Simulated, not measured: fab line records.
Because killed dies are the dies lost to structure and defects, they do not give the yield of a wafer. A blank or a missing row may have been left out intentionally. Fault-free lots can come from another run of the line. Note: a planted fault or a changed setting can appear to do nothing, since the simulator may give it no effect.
Split-lot study :: flow n5_finfet :: route with 1938 steps; 7 lots, 39 wafers read

== SPLIT DETAILS ==
At N5_PASSIVATION_ETCH_15 (etches SiCN in CF4/N2, target depth 75 nm, time 81.2 s), the setting target_depth_a was moved away from the recipe's 750 angstrom on 12 of the 39 wafers read, by -25.6% to +51.7%. All remaining wafers had this setting at the recipe value.

Reading taken at the split's own step.

== THE READING ==
etch.depth_nm (the simulator's own value, which no gauge read), in nm, at N5_PASSIVATION_ETCH_15 (etches SiCN in CF4/N2, target depth 75 nm, time 81.2 s). The file gives no usual value for it. Here, 27 wafers ran the recipe; their average is 65.09 nm with a standard deviation of 1.8 nm.

wafer: L079.1
tool, chamber at the split: rie_diel-02, 3
target_depth_a as run, angstrom: 750
against the recipe: recipe
etch.depth_nm, nm: 64.66
against lot-mates on the recipe: -

wafer: L079.2
tool, chamber at the split: rie_diel-02, 2
target_depth_a as run, angstrom: 965.8
against the recipe: +28.8%
etch.depth_nm, nm: 81.04
against lot-mates on the recipe: +15.99

wafer: L079.3
tool, chamber at the split: rie_diel-02, 1
target_depth_a as run, angstrom: 965.8
against the recipe: +28.8%
etch.depth_nm, nm: 84.54
against lot-mates on the recipe: +19.49

wafer: L079.4
tool, chamber at the split: rie_diel-02, 0
target_depth_a as run, angstrom: 750
against the recipe: recipe
etch.depth_nm, nm: 64.77
against lot-mates on the recipe: -

wafer: L079.5
tool, chamber at the split: rie_diel-02, 1
target_depth_a as run, angstrom: 750
against the recipe: recipe
etch.depth_nm, nm: 65.72
against lot-mates on the recipe: -

wafer: L079.6
tool, chamber at the split: rie_diel-02, 0
target_depth_a as run, angstrom: 965.8
against the recipe: +28.8%
etch.depth_nm, nm: 83.48
against lot-mates on the recipe: +18.43

wafer: L081.1
tool, chamber at the split: rie_diel-06, 2
target_depth_a as run, angstrom: 750
against the recipe: recipe
etch.depth_nm, nm: 68.57
against lot-mates on the recipe: -

wafer: L081.4
tool, chamber at the split: rie_diel-06, 3
target_depth_a as run, angstrom: 750
against the recipe: recipe
etch.depth_nm, nm: 65.29
against lot-mates on the recipe: -

wafer: L081.6
tool, chamber at the split: rie_diel-06, 0
target_depth_a as run, angstrom: 750
against the recipe: recipe
etch.depth_nm, nm: 64.34
against lot-mates on the recipe: -

wafer: L087.1
tool, chamber at the split: rie_diel-06, 0
target_depth_a as run, angstrom: 606.9
against the recipe: -19.1%
etch.depth_nm, nm: 51.99
against lot-mates on the recipe: -14.43

wafer: L087.2
tool, chamber at the split: rie_diel-06, 3
target_depth_a as run, angstrom: 750
against the recipe: recipe
etch.depth_nm, nm: 65.98
against lot-mates on the recipe: -

wafer: L087.3
tool, chamber at the split: rie_diel-06, 2
target_depth_a as run, angstrom: 606.9
against the recipe: -19.1%
etch.depth_nm, nm: 55.91
against lot-mates on the recipe: -10.51

wafer: L087.4
tool, chamber at the split: rie_diel-06, 2
target_depth_a as run, angstrom: 750
against the recipe: recipe
etch.depth_nm, nm: 68.85
against lot-mates on the recipe: -

wafer: L087.5
tool, chamber at the split: rie_diel-06, 0
target_depth_a as run, angstrom: 750
against the recipe: recipe
etch.depth_nm, nm: 64.42
against lot-mates on the recipe: -

wafer: L087.6
tool, chamber at the split: rie_diel-06, 3
target_depth_a as run, angstrom: 606.9
against the recipe: -19.1%
etch.depth_nm, nm: 53.21
against lot-mates on the recipe: -13.21

wafer: L088.1
tool, chamber at the split: rie_diel-02, 0
target_depth_a as run, angstrom: 750
against the recipe: recipe
etch.depth_nm, nm: 64.27
against lot-mates on the recipe: -

wafer: L088.2
tool, chamber at the split: rie_diel-02, 3
target_depth_a as run, angstrom: 750
against the recipe: recipe
etch.depth_nm, nm: 64.49
against lot-mates on the recipe: -

wafer: L088.3
tool, chamber at the split: rie_diel-02, 1
target_depth_a as run, angstrom: 750
against the recipe: recipe
etch.depth_nm, nm: 66.44
against lot-mates on the recipe: -

wafer: L088.4
tool, chamber at the split: rie_diel-02, 3
target_depth_a as run, angstrom: 750
against the recipe: recipe
etch.depth_nm, nm: 64.11
against lot-mates on the recipe: -

wafer: L088.5
tool, chamber at the split: rie_diel-02, 1
target_depth_a as run, angstrom: 750
against the recipe: recipe
etch.depth_nm, nm: 66.53
against lot-mates on the recipe: -

wafer: L088.6
tool, chamber at the split: rie_diel-02, 0
target_depth_a as run, angstrom: 750
against the recipe: recipe
etch.depth_nm, nm: 64.89
against lot-mates on the recipe: -

wafer: L089.1
tool, chamber at the split: rie_diel-06, 3
target_depth_a as run, angstrom: 558
against the recipe: -25.6%
etch.depth_nm, nm: 48.31
against lot-mates on the recipe: -18.16

wafer: L089.2
tool, chamber at the split: rie_diel-06, 0
target_depth_a as run, angstrom: 558
against the recipe: -25.6%
etch.depth_nm, nm: 47.14
against lot-mates on the recipe: -19.33

wafer: L089.3
tool, chamber at the split: rie_diel-06, 1
target_depth_a as run, angstrom: 558
against the recipe: -25.6%
etch.depth_nm, nm: 47.58
against lot-mates on the recipe: -18.89

wafer: L089.4
tool, chamber at the split: rie_diel-06, 2
target_depth_a as run, angstrom: 750
against the recipe: recipe
etch.depth_nm, nm: 67.97
against lot-mates on the recipe: -

wafer: L089.5
tool, chamber at the split: rie_diel-06, 2
target_depth_a as run, angstrom: 750
against the recipe: recipe
etch.depth_nm, nm: 68.07
against lot-mates on the recipe: -

wafer: L089.6
tool, chamber at the split: rie_diel-06, 1
target_depth_a as run, angstrom: 750
against the recipe: recipe
etch.depth_nm, nm: 63.36
against lot-mates on the recipe: -

wafer: L092.1
tool, chamber at the split: rie_diel-02, 1
target_depth_a as run, angstrom: 1138
against the recipe: +51.7%
etch.depth_nm, nm: 99.71
against lot-mates on the recipe: +35.51

wafer: L092.2
tool, chamber at the split: rie_diel-02, 0
target_depth_a as run, angstrom: 1138
against the recipe: +51.7%
etch.depth_nm, nm: 97.7
against lot-mates on the recipe: +33.50

wafer: L092.3
tool, chamber at the split: rie_diel-02, 3
target_depth_a as run, angstrom: 750
against the recipe: recipe
etch.depth_nm, nm: 63.36
against lot-mates on the recipe: -

wafer: L092.4
tool, chamber at the split: rie_diel-02, 2
target_depth_a as run, angstrom: 1138
against the recipe: +51.7%
etch.depth_nm, nm: 96.33
against lot-mates on the recipe: +32.13

wafer: L092.5
tool, chamber at the split: rie_diel-02, 0
target_depth_a as run, angstrom: 750
against the recipe: recipe
etch.depth_nm, nm: 63.67
against lot-mates on the recipe: -

wafer: L092.6
tool, chamber at the split: rie_diel-02, 1
target_depth_a as run, angstrom: 750
against the recipe: recipe
etch.depth_nm, nm: 65.58
against lot-mates on the recipe: -

wafer: L094.1
tool, chamber at the split: rie_diel-05, 3
target_depth_a as run, angstrom: 750
against the recipe: recipe
etch.depth_nm, nm: 60.94
against lot-mates on the recipe: -

wafer: L094.2
tool, chamber at the split: rie_diel-05, 2
target_depth_a as run, angstrom: 750
against the recipe: recipe
etch.depth_nm, nm: 64.91
against lot-mates on the recipe: -

wafer: L094.3
tool, chamber at the split: rie_diel-05, 0
target_depth_a as run, angstrom: 750
against the recipe: recipe
etch.depth_nm, nm: 64.37
against lot-mates on the recipe: -

wafer: L094.4
tool, chamber at the split: rie_diel-05, 1
target_depth_a as run, angstrom: 750
against the recipe: recipe
etch.depth_nm, nm: 62.94
against lot-mates on the recipe: -

wafer: L094.5
tool, chamber at the split: rie_diel-05, 2
target_depth_a as run, angstrom: 750
against the recipe: recipe
etch.depth_nm, nm: 65.19
against lot-mates on the recipe: -

wafer: L094.6
tool, chamber at the split: rie_diel-05, 1
target_depth_a as run, angstrom: 750
against the recipe: recipe
etch.depth_nm, nm: 63.61
against lot-mates on the recipe: -

FIT RESULTS
A straight line over all 39 wafers: etch.depth_nm changes by +0.637 nm for each +1% of target_depth_a; r = +0.99; the points scatter about the line by 1.7 nm.
The same after taking each lot's own level away (the mean of its wafers on the recipe; 39 wafers): +0.662 nm for each +1%; r = +0.99; scatter 1.5 nm.
According to that fit, moving target_depth_a by its largest amount changes the reading by 34 nm.
The lots' own levels span 63.660 to 66.467 nm, that is 1.6 times the standard deviation above.
Consequently the slope shifts little with the lot-to-lot level, the two slopes agreeing.
Check: for one of the wafers moved furthest among these (+51.7%), held out of the fit, the line's prediction against its lot-mates is +33.6 nm. Against them it came out at +35.5 nm.

== THE OTHER SPLITS THESE WAFERS WENT THROUGH ==
Note: prior to the reading, these wafers also went through further splits. Each is held against what the fit with the lots' levels taken away leaves over:
other split on the same wafers: N5_BEOL_M6_PECVD_70 time_s
wafers away from the commonest value: 12
r with etch.depth_nm (lot level and that fit taken away): +0.08

other split on the same wafers: N5_BEOL_M7_ILD_DEP_00 time_s
wafers away from the commonest value: 9
r with etch.depth_nm (lot level and that fit taken away): -0.03

other split on the same wafers: N5_BEOL_M10_DEP_56 target_thk_a
wafers away from the commonest value: 9
r with etch.depth_nm (lot level and that fit taken away): +0.01

other split on the same wafers: N5_BEOL_M11_DEP_56 target_thk_a
wafers away from the commonest value: 12
r with etch.depth_nm (lot level and that fit taken away): -0.03

other split on the same wafers: N5_BEOL_M13_SPUTTER_44 target_thk_a
wafers away from the commonest value: 15
r with etch.depth_nm (lot level and that fit taken away): -0.20

== THE FILE'S OWN FIT ==
etch.depth_nm changes by +0.66 nm for each +1% of target_depth_a, r = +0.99.
